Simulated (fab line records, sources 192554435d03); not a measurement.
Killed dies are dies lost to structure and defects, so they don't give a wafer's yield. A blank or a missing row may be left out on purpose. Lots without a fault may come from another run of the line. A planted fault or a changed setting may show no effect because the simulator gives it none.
fab line records | flow n5_finfet
record lots=7 wafers=39
route steps=1938 shown MOL_CONTACT_COAG@542 BEOL_M0_SAQP@672 BEOL_M5@1174 BEOL_M9@1440 BEOL_M10@1486 BEOL_M14@1751
start_h: hours from the record's first day to the start of the lot's first wafer shown | wait_h: hours since the lot's step before | " the same as in the row above | L1.1+2: a row that stands for several wafers | - no value, or no start given | * or withheld: withheld | < > ~ a bound
route shown NAME@n: a module of which the file shows steps, and the number in the route of the first | usual: mean/standard deviation of fault-free wafers | same: alike in all rows | chamber/n: place in a boat | sites: the reading at each site | _std_site: their standard deviation | _edge_site: outer sites' mean less inner sites' | radius_mm: how far each site lies from the wafer's centre | mask NAME#n: copy n | behind: the tool/chamber that last shaped the wafer | hold: why the lot was held/for how many hours/how that ended | device: the transistor (n, p or np) that didn't switch | end of line: the same wafers' tests at the end of the route | a step without rows: its recipe alone | killed: dies lost to structure and defects at the first sort, not the wafer's yield | map: a wafer's dies, x killed, . not, _ none there
set.NAME: the setting as run; set.NAME@STEP: as run at that earlier step | model.NAME: the simulator's own value behind a step, which no gauge read
lots whose settings were changed on purpose; a table a step, a row a wafer
## steps
# step N5_MOL_CONTACT_COAG_PRECLEAN_111
# recipe chemistry=NF3:NH3 afs_cycles=1 temp_c=30 time_s=20 sublimation_temp_c=180 sublimation_time_s=60 pressure_torr=3 rf_power_w=30
# columns lot.wafer tool chamber start_h wait_h set.time_s model.SiNx_of_GATE_CUT_SAC_CAP_01.thk_nm
L076.1+4 remote_plasma-02 1 103.20 0.2 8.334 20.8
L076.2+5+6 " 1 " " 20 20.4
L076.3 " 1 " " 8.334 21
L078.1+3+5 remote_plasma-01 1 113.26 0.3 20 20.4
L078.2+4 " 1 " " 26.4 20.2
L078.6 " 1 " " 26.4 20
L079.1+3+5 remote_plasma-02 1 118.49 1.0 20 20.2
L079.2+6 " 1 " " 25.21 20.2
L079.4 " 1 " " 25.21 20
L081.3+4+5 remote_plasma-02 1 131.36 0.2 20 20.4
L089.1+2+3+4+5+6 remote_plasma-02 0 178.81 1.1 20 20.4
L095.1+3+4+5+6 remote_plasma-01 0 214.32 0.2 20 20.4
L095.2 " 0 " " 20 20.2
L096.1+5 remote_plasma-01 1 223.09 0.2 30.95 20
L096.2+6 " 1 " " 20 20.4
L096.3 " 1 " " 30.95 19.8
L096.4 " 1 " " 20 20.2
# step N5_MOL_CONTACT_COAG_TI_SIL_19
# recipe material=Ti target_thk_a=42 temp_c=200 chamber_pressure_pa=5 power_w=5000 time_s=15
# step N5_MOL_CONTACT_COAG_ALD_20
# recipe material=TiN target_thk_a=15 temp_c=400 ald_precursor_family=TiCl4 ald_co_reactant=NH3 pulse_time_s=1 purge_time_s=3 co_reactant_purge_time_s=2 co_reactant_pulse_time_s=2 ald_cycles=68 pressure_torr=3
# step N5_MOL_CONTACT_COAG_WET_ETCH_26
# recipe target=Co target_depth_nm=13
# columns lot.wafer tool chamber start_h wait_h set.time_s@MOL_CONTACT_COAG_PRECLEAN_111 model.SiNx_of_GATE_CUT_SAC_CAP_01.thk_nm
L076.1+4 wet_bench-06 0,7 109.22 0.0 8.334 18.6
L076.2+5+6 " 1,4,3 " " 20 18.2
L076.3 " 2 " " 8.334 18.8
L078.1+5 wet_bench-06 6,0 116.97 0.0 20 18.4
L078.2+4+6 " 4,3,5 " " 26.4 18
L078.3 " 7 " " 20 18.2
L079.1+5 wet_bench-05 2,4 123.61 0.0 20 18
L079.2+6 " 3,5 " " 25.21 18
L079.3 " 6 " " 20 18.2
L079.4 " 1 " " 25.21 17.8
L081.3+4+5 wet_bench-06 1,5,4 139.17 0.0 20 18.2
L089.1+5 wet_bench-06 1,5 183.42 0.0 20 18.4
L089.2+3+4+6 " 2,0,3,4 " " 20 18.2
L095.1+2+3+4+5+6 wet_bench-05 6,5,4,0,7,3 220.90 0.0 20 18.2
L096.1+3+5 wet_bench-05 7,1,2 228.56 0.0 30.95 17.8
L096.2+4+6 " 6,0,5 " " 20 18.2
# step N5_MOL_CONTACT_COAG_WET_ETCH_116
# recipe chemistry=SC1-inhibited target_depth_nm=4.6 dry=ipa_marangoni rinse_time_s=30 rinse_temp_c=23
# step N5_MOL_CONTACT_COAG_ALD_27
# recipe material=SiOC target_thk_a=170 temp_c=400 ald_precursor_family=carbosiloxane ald_co_reactant=H2-plasma pulse_time_s=1.5 time_s=2720 purge_time_s=2 co_reactant_purge_time_s=2 ald_cycles=340 pressure_torr=2
# step N5_MOL_CONTACT_COAG_CMP_28
# recipe stop_on=SiNx t_overpolish_s=0.85 post_cmp_clean=alkaline_brush down_force_psi=4.15 platen_rpm=51.8 pad_velocity_m_s=1.0307 target_thk_nm=14.522
# step N5_MOL_CONTACT_COAG_THK_MEAS_29
# recipe reads=SiNx_of_GATE_CUT_PECVD_57+SiNx_of_GATE_CUT_SAC_CAP_01
# usual MD_CAP_THK=17.92/0.09
# columns lot.wafer tool chamber start_h wait_h set.time_s@MOL_CONTACT_COAG_PRECLEAN_111 MD_CAP_THK[nm]
L076.1 film_metro-01 - 111.72 - 8.334 18.28
L076.2 " - " " 20 17.97
L076.3 " - " " 8.334 18.45
L076.4 " - " " 8.334 18.39
L076.5 " - " " 20 17.95
L076.6 " - " " 20 17.87
L078.1 film_metro-02 - 119.31 - 20 18.05
L078.2 " - " " 26.4 17.74
L078.3 " - " " 20 17.90
L078.4 " - " " 26.4 17.74
L078.5 " - " " 20 18.03
L078.6 " - " " 26.4 17.65
L079.1 film_metro-02 - 125.96 - 20 17.73
L079.2 " - " " 25.21 17.76
L079.3 " - " " 20 17.85
L079.4 " - " " 25.21 17.60
L079.5 " - " " 20 17.76
L079.6 " - " " 25.21 17.73
L081.3 film_metro-01 - 141.50 - 20 17.95
L081.4 " - " " 20 18.01
L081.5 " - " " 20 17.99
L089.1 film_metro-01 - 185.96 - 20 17.99
L089.2 " - " " 20 18.00
L089.3 " - " " 20 17.89
L089.4 " - " " 20 17.97
L089.5 " - " " 20 18.01
L089.6 " - " " 20 17.96
L095.1 film_metro-01 - 223.42 - 20 17.85
L095.2 " - " " 20 17.79
L095.3 " - " " 20 17.94
L095.4 " - " " 20 17.95
L095.5 " - " " 20 17.97
L095.6 " - " " 20 17.86
L096.1 film_metro-01 - 230.90 - 30.95 17.59
L096.2 " - " " 20 18.01
L096.3 " - " " 30.95 17.50
L096.4 " - " " 20 17.93
L096.5 " - " " 30.95 17.53
L096.6 " - " " 20 18.01
# step N5_MOL_CONTACT_COAG_ALD_123
# recipe material=SiNx target_thk_a=50 temp_c=400 ald_precursor_family=SiH2I2 ald_co_reactant=N2/H2-plasma pulse_time_s=1 purge_time_s=2 co_reactant_purge_time_s=2 ald_cycles=100 pressure_torr=2
# step N5_MOL_CONTACT_COAG_PECVD_31
# recipe material=SiO2 target_thk_a=460 temp_c=400 precursor=TEOS/O2 pressure_torr=6.5 rf_w=withheld teos_flow_sccm=withheld gas=O2 flow_sccm=2650 time_s=8.9
# step N5_MOL_CONTACT_COAG_VIA_ETCH_46
# recipe chemistry=C4F6/O2 target_depth_a=460 overetch_a=92 mask_material=SOC target=SiO2 bias_w=455 pressure_mtorr=10 time_s=40 source_w=325 Ar_flow_sccm=300 C4F6_flow_sccm=10 O2_flow_sccm=10 ion_energy_ev=575.3 ends=end_point
# step N5_MOL_CONTACT_COAG_STRIP_96
# recipe chemistry=N2/H2 power_w=500 temp_c=40 pressure_mtorr=50 rf_frequency_hz=6e+07 overash_fraction=0.3 bias_power_w=28 h2_frac=0.5 n2_flow_sccm=300 h2_flow_sccm=300
# step N5_MOL_CONTACT_COAG_ETCH_47
# recipe chemistry=CH3F/O2 target=SiNx target_depth_a=270 mask_material=SiO2 stop_on=W over_etch_frac=0.2 ion_energy_ev=120 endpoint=OES-CN pressure_mtorr=30 source_w=395 bias_w=73 Ar_flow_sccm=150 CH3F_flow_sccm=30 O2_flow_sccm=20 ends=end_point
# columns lot.wafer tool chamber start_h wait_h set.time_s@MOL_CONTACT_COAG_PRECLEAN_111 model.etch.depth_nm
L076.1 rie_diel-05 3 113.30 0.0 8.334 18.26
L076.2 " 0 " " 20 17.95
L076.3 " 1 " " 8.334 18.47
L076.4 " 2 " " 8.334 18.34
L076.5 " 2 " " 20 17.97
L076.6 " 1 " " 20 17.91
L078.1+5 rie_diel-04 1,3 121.66 0.0 20 18.02
L078.2 " 3 " " 26.4 17.73
L078.3 " 0 " " 20 17.98
L078.4 " 2 " " 26.4 17.77
L078.6 " 0 " " 26.4 17.64
L079.1 rie_diel-05 1 129.15 0.0 20 17.8
L079.2 " 2 " " 25.21 17.77
L079.3 " 3 " " 20 17.86
L079.4 " 2 " " 25.21 17.6
L079.5 " 1 " " 20 17.77
L079.6 " 3 " " 25.21 17.74
L081.3 rie_diel-05 3 143.62 0.0 20 17.9
L081.4 " 0 " " 20 17.93
L081.5 " 1 " " 20 18
L089.1 rie_diel-05 0 188.60 0.0 20 18.01
L089.2+4 " 3,1 " " 20 17.99
L089.3 " 2 " " 20 17.9
L089.5 " 0 " " 20 18.02
L089.6 " 1 " " 20 17.94
L095.1 rie_diel-01 0 229.07 0.0 20 17.92
L095.2 " 2 " " 20 17.83
L095.3 " 3 " " 20 17.94
L095.4 " 1 " " 20 17.96
L095.5 " 1 " " 20 18
L095.6 " 0 " " 20 17.9
L096.1 rie_diel-01 1 232.74 0.0 30.95 17.59
L096.2 " 2 " " 20 17.97
L096.3 " 0 " " 30.95 17.48
L096.4 " 3 " " 20 17.88
L096.5 " 0 " " 30.95 17.56
L096.6 " 1 " " 20 17.99
# step N5_BEOL_M0_SAQP_ETCH_106
# recipe chemistry=N2/H2 target=SOC target_depth_a=1500 stop_on=SiNx ion_energy_ev=100 bias_w=61 pressure_mtorr=30 source_w=850 n2_flow_sccm=200 h2_flow_sccm=200
# columns lot.wafer tool chamber start_h wait_h set.target_depth_a model.SOC_of_BEOL_M0_SAQP_COAT_105.thk_nm
L076.1 rie_diel-06 0 122.91 - 1500 22.2
L076.2 " 1 " " 1500 23.8
L076.3 " 3 " " 1139 46
L076.4+6 " 2 " " 1139 38.8
L076.5 " 1 " " 1500 24
L078.1 rie_diel-03 2 133.56 - 1500 22.2
L078.2 " 0 " " 1500 22
L078.3 " 3 " " 1500 26.2
L078.4+6 " 1 " " 1500 26.8
L078.5 " 2 " " 1500 21.6
L079.1 rie_diel-06 3 142.09 - 1500 30.6
L079.2 " 1 " " 1500 26.2
L079.3 " 2 " " 1500 21.6
L079.4 " 0 " " 1151 42.2
L079.5 " 2 " " 1151 39.6
L079.6 " 1 " " 1151 43.8
L081.3 rie_diel-06 0 154.54 - 1500 23.6
L081.4 " 1 " " 1500 25.6
L081.5 " 3 " " 1500 30.2
L089.1 rie_diel-06 0 200.08 - 1025 48.4
L089.2 " 1 " " 1500 25.6
L089.3 " 3 " " 1025 51.6
L089.4 " 2 " " 1500 19.2
L089.5 " 1 " " 1025 49
L089.6 " 2 " " 1500 19.8
L095.1 rie_diel-02 3 241.22 - 1500 21.2
L095.2 " 0 " " 1500 25.6
L095.3 " 1 " " 1803 6.4
L095.4 " 2 " " 1803 8
L095.5 " 1 " " 1803 6.8
L095.6 " 0 " " 1500 25.4
L096.1 rie_diel-02 2 243.02 - 1500 22.8
L096.2 " 0 " " 679.1 66
L096.3 " 1 " " 679.1 64.4
L096.4 " 3 " " 1500 19.8
L096.5 " 1 " " 679.1 64.6
L096.6 " 0 " " 1500 24.8
# step N5_BEOL_M5_CVD_47
# recipe material=Co target_thk_a=30 temp_c=withheld precursor=CCTBA/H2 pressure_torr=30 time_s=216
# columns lot.wafer tool chamber start_h wait_h set.target_thk_a model.Co_of_BEOL_M5_CVD_47.thk_nm
L076.1 cvd_co-01 1 183.38 0.1 30 3.2
L076.2+6 " 2 " " 46.25 4.6
L076.3+5 " 0 " " 30 3
L076.4 " 1 " " 46.25 4.8
L078.1+3+4+5+6 cvd_co-01 1,0,1,2,0 187.24 0.1 30 3
L078.2 " 2 " " 30 3.2
L079.1 cvd_co-02 2 202.50 0.0 23.18 2.4
L079.2+5 " 1,0 " " 23.18 2.6
L079.3 " 0 " " 30 3.2
L079.4+6 " 1,2 " " 30 3
L081.3+5 cvd_co-02 1,2 214.75 0.0 30 3
L081.4 " 0 " " 30 3.2
L089.1+5+6 cvd_co-01 0,1,0 250.61 0.3 19.21 1.8
L089.2+4 " 2 " " 30 3
L089.3 " 1 " " 30 2.8
L095.1+5 cvd_co-01 1 308.32 0.3 23.43 2.2
L095.2+6 " 2 " " 30 3
L095.3 " 0 " " 23.43 2.4
L095.4 " 0 " " 30 3.2
L096.1+2+3+4+5 cvd_co-01 2,1,0,0,1 308.80 0.3 30 3
L096.6 " 2 " " 30 3.2
# step N5_BEOL_M9_ETCH_66
# recipe chemistry=N2/H2 target=SOC target_depth_a=800 overetch_a=160 mask_material=SiARC temp_c=40 time_s=120 ion_energy_ev=200 pressure_mtorr=30 source_w=840 bias_w=150 n2_flow_sccm=200 h2_flow_sccm=200
# columns lot.wafer tool chamber start_h wait_h set.time_s model.SiARC_of_BEOL_M9_COAT_64.thk_nm
L078.1 rie_diel-06 1 219.70 0.0 60.31 9.2
L078.2+5 " 0 " " 120 6.4
L078.3 " 2 " " 60.31 9
L078.4 " 3 " " 120 6.8
L078.6 " 3 " " 60.31 9.4
L076.1+2 rie_diel-03 1,3 221.97 0.0 120 6.4
L076.3+6 " 2,3 " " 120 6.6
L076.4+5 " 0 " " 120 6.2
L079.1 rie_diel-06 2 237.61 0.0 120 6
L079.2 " 0 " " 120 6.2
L079.3+5+6 " 1,1,0 " " 120 6.4
L079.4 " 3 " " 120 6.8
L081.3 rie_diel-02 1 256.51 0.0 120 6.2
L081.4+5 " 3 " " 120 6.6
L089.1 rie_diel-03 2 287.67 0.0 120 6.6
L089.2 " 3 " " 120 6.8
L089.3+5+6 " 1,2,1 " " 139.4 5.6
L089.4 " 0 " " 120 6.2
L095.1 rie_diel-03 3 343.36 0.0 120 7
L095.2+5 " 2 " " 151 5.2
L095.3 " 0 " " 120 6.4
L095.4 " 0 " " 120 6.2
L095.6 " 3 " " 151 5.4
L096.1 rie_diel-02 3 345.44 0.0 120 6.6
L096.2+6 " 0,3 " " 79.14 8.4
L096.3 " 1 " " 79.14 8
L096.4 " 1 " " 120 6
L096.5 " 0 " " 120 6.4
# step N5_BEOL_M10_DESCUM_16
# recipe chemistry=O2 time_s=7.9 source_power_w=50 bias_power_w=20 pressure_mtorr=20 rf_frequency_hz=2.712e+07 temp_c=40 resist=CAR-ArF o2_flow_sccm=225
# columns lot.wafer tool chamber start_h wait_h set.time_s model.CAR-ArF_of_BEOL_M10_COAT_05.thk_nm
L078.1 rie_diel-01 3 225.75 0.0 7.9 83.6
L078.2 " 1 " " 9.787 82
L078.3 " 0 " " 7.9 83.4
L078.4 " 3 " " 9.787 82.2
L078.5 " 1 " " 7.9 83.2
L078.6 " 0 " " 9.787 82.4
L076.1+3 rie_diel-01 0,3 228.53 0.1 5.32 85.2
L076.2 " 1 " " 7.9 83.4
L076.4 " 2 " " 7.9 83.8
L076.5 " 2 " " 7.9 83.6
L076.6 " 1 " " 5.32 84.8
L079.1+4 rie_diel-01 0,3 243.27 0.4 7.9 83.2
L079.2+5 " 1 " " 10.64 81.4
L079.3 " 2 " " 7.9 83
L079.6 " 0 " " 10.64 82
L081.3+5 rie_diel-04 0,3 263.61 0.3 7.9 83.2
L081.4 " 3 " " 7.9 83.6
L089.1 rie_diel-05 3 294.10 0.8 10.09 82
L089.2+6 " 2,3 " " 10.09 82.4
L089.3+4 " 0,1 " " 7.9 83.8
L089.5 " 2 " " 7.9 83.6
L095.1+5 rie_diel-05 1,0 349.60 0.2 10.47 82.2
L095.2 " 2 " " 10.47 82.4
L095.3 " 0 " " 7.9 83.8
L095.4 " 3 " " 7.9 83.6
L095.6 " 3 " " 7.9 84
L096.1 rie_diel-05 2 353.58 0.1 7.9 84.4
L096.2+6 " 0,1 " " 4.162 86.4
L096.3 " 3 " " 7.9 84
L096.4 " 1 " " 4.162 86.2
L096.5 " 2 " " 7.9 84.2
# step N5_BEOL_M10_ETCH_61
# recipe chemistry=CF4 target=SiARC target_depth_a=390 mask_material=CAR-ArF time_s=65 ion_energy_ev=80 pressure_mtorr=40 source_w=545 bias_w=36 Ar_flow_sccm=100 cf4_flow_sccm=100 ends=cleared
# columns lot.wafer tool chamber start_h wait_h set.time_s@BEOL_M10_DESCUM_16 model.CAR-ArF_of_BEOL_M10_COAT_05.thk_nm
L078.1+3 rie_diel-01 3,0 225.79 0.0 7.9 55.6
L078.2 " 1 " " 9.787 54.2
L078.4+6 " 3,0 " " 9.787 54.4
L078.5 " 1 " " 7.9 55.4
L076.1+3 rie_diel-01 0,3 228.57 0.0 5.32 57.2
L076.2 " 1 " " 7.9 55.4
L076.4+5 " 2 " " 7.9 55.6
L076.6 " 1 " " 5.32 56.8
L079.1 rie_diel-01 0 243.30 0.0 7.9 55.4
L079.2 " 1 " " 10.64 53.4
L079.3+4 " 2,3 " " 7.9 55
L079.5 " 1 " " 10.64 53.6
L079.6 " 0 " " 10.64 54
L081.3+5 rie_diel-04 0,3 263.64 0.0 7.9 55.2
L081.4 " 3 " " 7.9 55.6
L089.1 rie_diel-05 3 294.14 0.0 10.09 54
L089.2+6 " 2,3 " " 10.09 54.4
L089.3+4+5 " 0,1,2 " " 7.9 55.6
L095.1 rie_diel-05 1 349.64 0.0 10.47 54.4
L095.2 " 2 " " 10.47 54.6
L095.3+6 " 0,3 " " 7.9 56
L095.4 " 3 " " 7.9 55.6
L095.5 " 0 " " 10.47 54.2
L096.1+5 rie_diel-05 2 353.61 0.0 7.9 56.4
L096.2+6 " 0,1 " " 4.162 58.4
L096.3 " 3 " " 7.9 56
L096.4 " 1 " " 4.162 58.2
# step N5_BEOL_M14_ETCH_68
# recipe chemistry=N2/H2 target=SOC mask_material=SiARC source_w=3000 bias_w=350 temp_c=40 time_s=450 ion_energy_ev=200 pressure_mtorr=30 n2_flow_sccm=200 h2_flow_sccm=200
# columns lot.wafer tool chamber start_h wait_h set.target_depth_a model.SiARC_of_BEOL_M14_COAT_66.thk_nm
L078.1 rie_diel-05 2 259.56 0.1 7288 72.8
L078.2 " 3 " " 9000 65
L078.3 " 0 " " 9000 64.6
L078.4 " 2 " " 7288 72.6
L078.5 " 0 " " 9000 65.4
L078.6 " 3 " " 7288 73.4
L076.1 rie_diel-05 2 260.18 0.1 9000 64.4
L076.2+5 " 3 " " 10450 58.4
L076.3 " 0 " " 9000 66
L076.4 " 0 " " 9000 65.4
L076.6 " 2 " " 10450 57.2
L079.1 rie_diel-01 2 272.51 0.1 5033 85
L079.2 " 0 " " 5033 84.8
L079.3 " 3 " " 9000 63.8
L079.4 " 1 " " 5033 85.2
L079.5 " 0 " " 9000 64.8
L079.6 " 3 " " 9000 64.4
L081.3 rie_diel-04 1 289.44 0.1 9000 64.8
L081.4 " 3 " " 9000 66.8
L081.5 " 1 " " 9000 65
L089.1+5+6 rie_diel-01 0,0,2 318.82 0.1 9000 64.8
L089.2 " 2 " " 9000 64.6
L089.3 " 3 " " 9000 64.4
L089.4 " 3 " " 9000 64.2
L095.1 rie_diel-05 2 374.62 0.1 10500 56.2
L095.2 " 1 " " 10500 59.4
L095.3+6 " 0 " " 9000 64.8
L095.4 " 2 " " 10500 56
L095.5 " 1 " " 9000 66.6
L096.1 rie_diel-05 2 380.03 0.1 9000 63.8
L096.2+5 " 0 " " 9000 64.8
L096.3 " 1 " " 9000 66.4
L096.4 " 2 " " 9000 64.4
L096.6 " 1 " " 9000 66.8
## key
split step=N5_MOL_CONTACT_COAG_PRECLEAN_111 setting=time_s stated=20 by=wafer
response step=N5_MOL_CONTACT_COAG_PRECLEAN_111 reading=model.SiNx_of_GATE_CUT_SAC_CAP_01.thk_nm change=-0.00733 per=1% r=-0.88
response step=N5_MOL_CONTACT_COAG_WET_ETCH_26 reading=model.SiNx_of_GATE_CUT_SAC_CAP_01.thk_nm change=-0.00781 per=1% r=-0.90
response step=N5_MOL_CONTACT_COAG_THK_MEAS_29 reading=MD_CAP_THK change=-0.00757 per=1% r=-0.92
response step=N5_MOL_CONTACT_COAG_ETCH_47 reading=model.etch.depth_nm change=-0.00722 per=1% r=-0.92
split step=N5_BEOL_M0_SAQP_ETCH_106 setting=target_depth_a stated=1500 by=wafer
response step=N5_BEOL_M0_SAQP_ETCH_106 reading=model.SOC_of_BEOL_M0_SAQP_COAT_105.thk_nm change=-0.789 per=1% r=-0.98
split step=N5_BEOL_M5_CVD_47 setting=target_thk_a stated=30 by=wafer
response step=N5_BEOL_M5_CVD_47 reading=model.Co_of_BEOL_M5_CVD_47.thk_nm change=+0.0301 per=1% r=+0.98
split step=N5_BEOL_M9_ETCH_66 setting=time_s stated=120 by=wafer
response step=N5_BEOL_M9_ETCH_66 reading=model.SiARC_of_BEOL_M9_COAT_64.thk_nm change=-0.054 per=1% r=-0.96
split step=N5_BEOL_M10_DESCUM_16 setting=time_s stated=7.9 by=wafer
response step=N5_BEOL_M10_DESCUM_16 reading=model.CAR-ArF_of_BEOL_M10_COAT_05.thk_nm change=-0.0465 per=1% r=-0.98
response step=N5_BEOL_M10_ETCH_61 reading=model.CAR-ArF_of_BEOL_M10_COAT_05.thk_nm change=-0.0452 per=1% r=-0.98
split step=N5_BEOL_M14_ETCH_68 setting=target_depth_a stated=9000 by=wafer
response step=N5_BEOL_M14_ETCH_68 reading=model.SiARC_of_BEOL_M14_COAT_66.thk_nm change=-0.463 per=1% r=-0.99
